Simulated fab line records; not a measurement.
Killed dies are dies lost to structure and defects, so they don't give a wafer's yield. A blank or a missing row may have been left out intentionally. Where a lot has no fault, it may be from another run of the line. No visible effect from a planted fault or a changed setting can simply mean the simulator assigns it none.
Split-lot study | flow n5Finfet | 39 wafers read from 7 lots, route of 1938 steps

THE SPLIT
At N5_BEOL_M5_TRENCH_ETCH_37 (etches SiCOH lowk in C4F6/O2, target depth 71.652 nm, time 24.7 s), the setting timeS was moved away from the recipe's 24.7 s on 18 of the 39 wafers read, by -45.1% to +43.0%. For the rest of the wafers, this setting stayed at what the recipe calls for.

FROM THE SPLIT TO THE READING: what the file shows between them, 13 steps
- N5_BEOL_M5_ETCH_41: etches SiCN in CH3F/O2, target depth 31.5 nm, time 56.7 s
- N5_BEOL_M5_STRIP_91: strips in N2/H2, time 10 s
- N5_BEOL_M5_OCD_MEAS_38
- N5_BEOL_M5_HM_STRIP_39: strips TiN in peroxide tin strip, target depth 25 nm, time 158 s
- N5_BEOL_M5_SRD_40: time 30 s
- N5_BEOL_M5_ECD_50: material Cu, target thk 300 nm
- N5_BEOL_M5_ANNEAL_51: time 90 s
- N5_BEOL_M5_CMP_52: polishes, stops on SiCOH lowk, t overpolish 6.9 s, target thk 62 nm
- N5_BEOL_M5_THK_MEAS_53: measures by xrf
- N5_BEOL_M5_PRE_CLEAN_77: time 15 s
- N5_BEOL_M5_CO_CAP_78: material Co, precursor CCTBA/H2, target thk 2 nm, time 102.1 s
- N5_BEOL_M5_PRE_CLEAN_55: time 15 s
- N5_BEOL_M5_DEP_56: deposits SiCN from 3MS/NH3, target thk 8 nm, time 14 s

THE READING
M5_RS, in ohm/sq, at N5_BEOL_M5_RS_MEAS_57 (measures by four-point-probe). On this fab line, fault-free wafers typically give 0.390 ohm/sq with a standard deviation of 0.016 ohm/sq.

wafer  | tool, chamber at the split | timeS as run, s | against the recipe | M5_RS, ohm/sq | against lot-mates on the recipe
L079.1 | rieDiel-03, 2              | 15.74           | -36.3%             | 0.786         | +0.408
L079.2 | rieDiel-03, 3              | 24.7            | recipe             | 0.396         | -
L079.3 | rieDiel-03, 0              | 24.7            | recipe             | 0.372         | -
L079.4 | rieDiel-03, 0              | 24.7            | recipe             | 0.365         | -
L079.5 | rieDiel-03, 3              | 15.74           | -36.3%             | 0.823         | +0.445
L079.6 | rieDiel-03, 2              | 15.74           | -36.3%             | 0.787         | +0.409
L081.1 | rieDiel-02, 0              | 13.56           | -45.1%             | 0.998         | +0.597
L081.2 | rieDiel-02, 2              | 24.7            | recipe             | 0.402         | -
L081.3 | rieDiel-02, 1              | 13.56           | -45.1%             | 1.089         | +0.688
L081.4 | rieDiel-02, 3              | 13.56           | -45.1%             | 0.986         | +0.585
L081.5 | rieDiel-02, 3              | 24.7            | recipe             | 0.401         | -
L081.6 | rieDiel-02, 2              | 24.7            | recipe             | 0.399         | -
L080.1 | rieDiel-06, 3              | 35.31           | +43.0%             | 0.234         | -0.142
L080.2 | rieDiel-06, 0              | 24.7            | recipe             | 0.379         | -
L080.3 | rieDiel-06, 1              | 35.31           | +43.0%             | 0.233         | -0.143
L080.4 | rieDiel-06, 2              | 35.31           | +43.0%             | 0.243         | -0.133
L080.5 | rieDiel-06, 3              | 24.7            | recipe             | 0.374         | -
L080.6 | rieDiel-06, 0              | 24.7            | recipe             | 0.376         | -
L091.1 | rieDiel-03, 2              | 24.7            | recipe             | 0.399         | -
L091.3 | rieDiel-03, 3              | 24.7            | recipe             | 0.420         | -
L091.5 | rieDiel-03, 1              | 24.7            | recipe             | 0.391         | -
L087.1 | rieDiel-06, 2              | 14.54           | -41.1%             | 0.951         | +0.563
L087.2 | rieDiel-06, 1              | 14.54           | -41.1%             | 0.895         | +0.507
L087.3 | rieDiel-06, 3              | 24.7            | recipe             | 0.405         | -
L087.4 | rieDiel-06, 0              | 14.54           | -41.1%             | 0.907         | +0.519
L087.5 | rieDiel-06, 3              | 24.7            | recipe             | 0.389         | -
L087.6 | rieDiel-06, 0              | 24.7            | recipe             | 0.370         | -
L092.1 | rieDiel-03, 0              | 24.7            | recipe             | 0.389         | -
L092.2 | rieDiel-03, 1              | 30.39           | +23.0%             | 0.305         | -0.091
L092.3 | rieDiel-03, 3              | 24.7            | recipe             | 0.426         | -
L092.4 | rieDiel-03, 0              | 24.7            | recipe             | 0.374         | -
L092.5 | rieDiel-03, 3              | 30.39           | +23.0%             | 0.328         | -0.068
L092.6 | rieDiel-03, 1              | 30.39           | +23.0%             | 0.309         | -0.087
L094.1 | rieDiel-02, 3              | 33.35           | +35.0%             | 0.261         | -0.123
L094.2 | rieDiel-02, 0              | 24.7            | recipe             | 0.379         | -
L094.3 | rieDiel-02, 1              | 24.7            | recipe             | 0.379         | -
L094.4 | rieDiel-02, 1              | 24.7            | recipe             | 0.394         | -
L094.5 | rieDiel-02, 0              | 33.35           | +35.0%             | 0.258         | -0.126
L094.6 | rieDiel-02, 3              | 33.35           | +35.0%             | 0.275         | -0.109

THE FIT
A straight line over all 39 wafers: M5_RS changes by -0.00881 ohm/sq for each +1% of timeS; r = -0.92; the points scatter about the line by 0.097 ohm/sq.
The same after taking each lot's own level away (the mean of its wafers on the recipe; 39 wafers): -0.00874 ohm/sq for each +1%; r = -0.92; scatter 0.098 ohm/sq.
According to that fit, moving timeS by its largest amount changes the reading by 0.39 ohm/sq.
The lots' own levels span 0.3763 to 0.4033 ohm/sq, that is 1.7 times the standard deviation above.
Consequently the slope shifts little with the lot-to-lot level, the two slopes agreeing.
Check: with one of the wafers moved furthest among these (-45.1%) left out of the fit, the line predicts +0.461 ohm/sq for it against its lot-mates. Against them it came out at +0.597 ohm/sq.

ADDITIONAL SPLITS CARRIED BY THESE WAFERS
Note: prior to the reading, these wafers also went through further splits. Each is held against what the fit with the lots' levels taken away leaves over:
other split on the same wafers    | wafers away from the commonest value | r with M5_RS (lot level and that fit taken away)
N5_SD_EPI_N_EPI_21 epiGrowthTimeS | 15                                   | -0.06

THE WHOLE CHAIN: every reading that the file lists as answering this split, in the file's order
step                      | what it does                                                        | reading                                                                     | change (the file's fit)               | r (the file's)
N5_BEOL_M5_TRENCH_ETCH_37 | etches SiCOH lowk in C4F6/O2, target depth 71.652 nm, time 24.7 s   | etch.depthNm (the simulator's own value, which no gauge read)               | +0.695 nm for each +1% of the setting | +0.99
N5_BEOL_M5_TRENCH_ETCH_37 | etches SiCOH lowk in C4F6/O2, target depth 71.652 nm, time 24.7 s   | BEOL_M5.featureDepthNm (the simulator's own value, which no gauge read)     | +0.694 nm for each +1% of the setting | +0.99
N5_BEOL_M5_OCD_MEAS_38    |                                                                     | trenchDepthNm                                                               | +0.69 nm for each +1% of the setting  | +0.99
N5_BEOL_M5_CMP_52         | polishes, stops on SiCOH lowk, t overpolish 6.9 s, target thk 62 nm | Cu_of_BEOL_M5_ECD_50.thkNm (the simulator's own value, which no gauge read) | +0.708 nm for each +1% of the setting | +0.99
N5_BEOL_M5_THK_MEAS_53    | measures by xrf                                                     | M5_THK                                                                      | +0.689 for each +1% of the setting    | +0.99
N5_BEOL_M5_RS_MEAS_57     | measures by four-point-probe                                        | M5_RS                                                                       | -0.00894 for each +1% of the setting  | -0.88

FILE'S OWN FIT
M5_RS changes by -0.00894 ohm/sq for each +1% of timeS, r = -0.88.
